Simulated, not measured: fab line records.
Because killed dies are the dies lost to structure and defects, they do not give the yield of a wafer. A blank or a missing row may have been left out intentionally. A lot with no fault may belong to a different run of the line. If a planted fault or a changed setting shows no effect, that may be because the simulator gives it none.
Matching of chambers :: flow n5-finfet :: N5_SPACER0_ALD_07 on ald-sin-02 has 4 sister chambers
The step deposits SiNx, target thk 2 nm. 20 wafers are shown with their chamber, then 10 later ones without.

== WAFERS WITH THEIR CHAMBER ==
wafer: L075.3
chamber: 2
heater-power-w (W): 689

wafer: L075.4
chamber: 3
heater-power-w (W): 737

wafer: L075.6
chamber: 1
heater-power-w (W): 958

wafer: L078.1
chamber: 0
heater-power-w (W): 811

wafer: L078.3
chamber: 3
heater-power-w (W): 709

wafer: L078.5
chamber: 2
heater-power-w (W): 709

wafer: L082.1
chamber: 2
heater-power-w (W): 687

wafer: L082.4
chamber: 1
heater-power-w (W): 1013

wafer: L082.5
chamber: 2
heater-power-w (W): 693

wafer: L085.1
chamber: 3
heater-power-w (W): 733

wafer: L085.3
chamber: 1
heater-power-w (W): 1010

wafer: L085.6
chamber: 2
heater-power-w (W): 688

wafer: L086.1
chamber: 0
heater-power-w (W): 826

wafer: L086.3
chamber: 1
heater-power-w (W): 993

wafer: L086.4
chamber: 2
heater-power-w (W): 693

wafer: L090.2
chamber: 1
heater-power-w (W): 997

wafer: L090.5
chamber: 3
heater-power-w (W): 718

wafer: L090.6
chamber: 0
heater-power-w (W): 809

wafer: L091.2
chamber: 0
heater-power-w (W): 811

wafer: L091.5
chamber: 3
heater-power-w (W): 729

SIGNATURES (averages over the wafers above)
reading: heater-power-w
chamber 0: 814.25
chamber 1: 994.20
chamber 2: 693.17
chamber 3: 725.20
scatter within a chamber: 13.6
Rule: for each reading, subtract the chamber's mean from the wafer's reading, divide by that reading's scatter and square the result; add these up over the readings and take the root, which gives the wafer's distance from the chamber. The wafer belongs to the nearest chamber; if the next one is less than 2 further off, it can't be placed. The scatter is the square root of a quotient: the sum, over the shown wafers, of each reading's squared deviation from its chamber's mean, divided by wafers minus chambers.

== WAFERS WITHOUT THEIR CHAMBER ==
wafer: L091.6
heater-power-w (W): 1006

wafer: L094.3
heater-power-w (W): 789

wafer: L094.4
heater-power-w (W): 1007

wafer: L094.5
heater-power-w (W): 739

wafer: L095.1
heater-power-w (W): 995

wafer: L095.4
heater-power-w (W): 752

wafer: L095.6
heater-power-w (W): 992

wafer: L096.2
heater-power-w (W): 701

wafer: L096.3
heater-power-w (W): 1006

wafer: L096.4
heater-power-w (W): 746

== WHICH CHAMBER EACH WENT THROUGH ==
wafer: L091.6
from the rows above: 1
in truth: 1

wafer: L094.3
from the rows above: 0
in truth: 0

wafer: L094.4
from the rows above: 1
in truth: 1

wafer: L094.5
from the rows above: 3
in truth: 3

wafer: L095.1
from the rows above: 1
in truth: 1

wafer: L095.4
from the rows above: 3
in truth: 3

wafer: L095.6
from the rows above: 1
in truth: 1

wafer: L096.2
from the rows above: can't be placed: 2 or 3
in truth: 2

wafer: L096.3
from the rows above: 1
in truth: 1

wafer: L096.4
from the rows above: 3
in truth: 3
Correctly placed: 9 of 10. Unplaceable from these rows: 1, with the true chamber sitting among the candidates in 1. 0 placed wrongly.
